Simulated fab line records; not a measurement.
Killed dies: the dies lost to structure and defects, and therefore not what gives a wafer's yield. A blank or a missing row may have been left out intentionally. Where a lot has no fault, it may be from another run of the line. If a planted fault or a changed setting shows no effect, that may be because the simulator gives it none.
Code-filled problem report in 8D (eight disciplines) form    flow n5-finfet    the parts of the form that need people (team, actions taken, sign-off) are left out

== 1. WHAT WENT WRONG ==
Mean of run-length-s at N5_FIN_SAQP_PECVD_47: 77.8 s across 2 wafers in 2 lots; on wafers with no fault it is 72.9 s (standard deviation 0.64). Relative to the usual mean, that is a shift of +7.7 standard deviations.
The step: deposits a-Si from SiH4/He, target thk 45 nm, time 36.3 s.
Earliest sighting: wafer L499.1 on pecvd-03 at day 5 03:25. At this step, 25 wafers from 9 lots have a number in the record. Rule for "out" (also "out of limits"): further than 4 standard deviations from the usual mean. All remaining wafers that have a number are taken as sound.

== 2. WHAT IT IS, AND WHAT IT ISN'T ==
question                     is                is not
which readings at this step  run-length-s      heater-power-w, showerhead-plenum-p-Torr, showerhead-vpp-V, throttle-valve-pct
which lots                   L499, L501        L488, L491, L492, L503, L506, L508, L509
which wafers of those lots   L499.1, L501.1    L499.5, L501.6
read on which tools          pecvd-03          pecvd-01, pecvd-04
when                         from day 5 03:25  up to then (10 sound wafers); but 13 sound wafers of L501, L503, L506, L508, L509 came after

== 3. THE SUSPECTS, EACH WITH WHAT RULES IT OUT ==
Counting: a tool at a process step up to the reading stays a suspect if it ran every lot that is out. Sound lots after the first of them don't rule it out here, since some wafers of a struck lot are sound.
- rie-diel-02 at N5_PMOS_HMC_CHANNEL_EPI_STRIP_33 (strips in N2/H2): kept. It processed each lot that is out (first: L499, day 5 00:01); up to then, its last sound lot is L492 (day 3 06:30).
- ald-sin-02 at N5_FIN_SAQP_ALD_61 (deposits SiO2, target thk 4 nm, pulse time 1 s, purge time 2 s): kept. It processed each lot that is out (first: L499, day 5 02:53); up to then, its last sound lot is L488 (day 2 10:03).
- rtp-anneal-01 at N5_FIN_SAQP_DENSIFY_62 (time 60 s): kept. It processed each lot that is out (first: L499, day 5 03:05); up to then, its last sound lot is L492 (day 3 10:27).
- pecvd-03 at N5_FIN_SAQP_PECVD_47 (deposits a-Si from SiH4/He, target thk 45 nm, time 36.3 s): kept. It processed each lot that is out (first: L499, day 5 03:25); up to then, its last sound lot is L492 (day 3 10:48). Its own run-length-s readings are out on those wafers.
- In ald-sin-02 at N5_FIN_SAQP_ALD_61, the wafers that are out were processed in chamber 2 and their sound lot-mates in chambers 1, 3.
- Within pecvd-03 at N5_FIN_SAQP_PECVD_47: the wafers that are out ran in chambers 1, 2; their sound lot-mates ran in chamber 0.
Left after counting: rie-diel-02 at N5_PMOS_HMC_CHANNEL_EPI_STRIP_33, ald-sin-02 at N5_FIN_SAQP_ALD_61, rtp-anneal-01 at N5_FIN_SAQP_DENSIFY_62, pecvd-03 at N5_FIN_SAQP_PECVD_47.

== 4. THE CAUSE (what the simulator had put in) ==
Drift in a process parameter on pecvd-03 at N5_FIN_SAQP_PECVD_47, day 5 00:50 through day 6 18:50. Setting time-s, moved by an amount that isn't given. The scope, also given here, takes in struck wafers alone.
4 suspects survive the count, and this tool is in that group.

== 5. SEQUENCE OF EFFECTS, ordered by route ==
Each row: a reading where the mean over the struck wafers with a number is more than 3 standard deviations away from the usual. Only readings for which the record gives a usual standard deviation are gone through. hours: the time from each lot's start at the first step in this table that gives one to its start at this step, as a median over the lots. sigmas: the change in usual standard deviations.
hours  step                  reading       usual   on struck wafers  change  sigmas
0      N5_FIN_SAQP_PECVD_47  run-length-s  72.9 s  77.8              +4.9    +7.7
The process steps in it:
- N5_FIN_SAQP_PECVD_47: deposits a-Si from SiH4/He, target thk 45 nm, time 36.3 s.
Later steps that measure or inspect, where all struck wafers having a row at the step show a number for every such reading and not one has moved that far: N5_BEOL_M4_RC_MEAS_101.

== 6. WHAT WOULD HAVE CAUGHT IT SOONER ==
3 hours passed between the start of the fault at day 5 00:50 and the first reading out of limits in this record, taken at day 5 03:25.
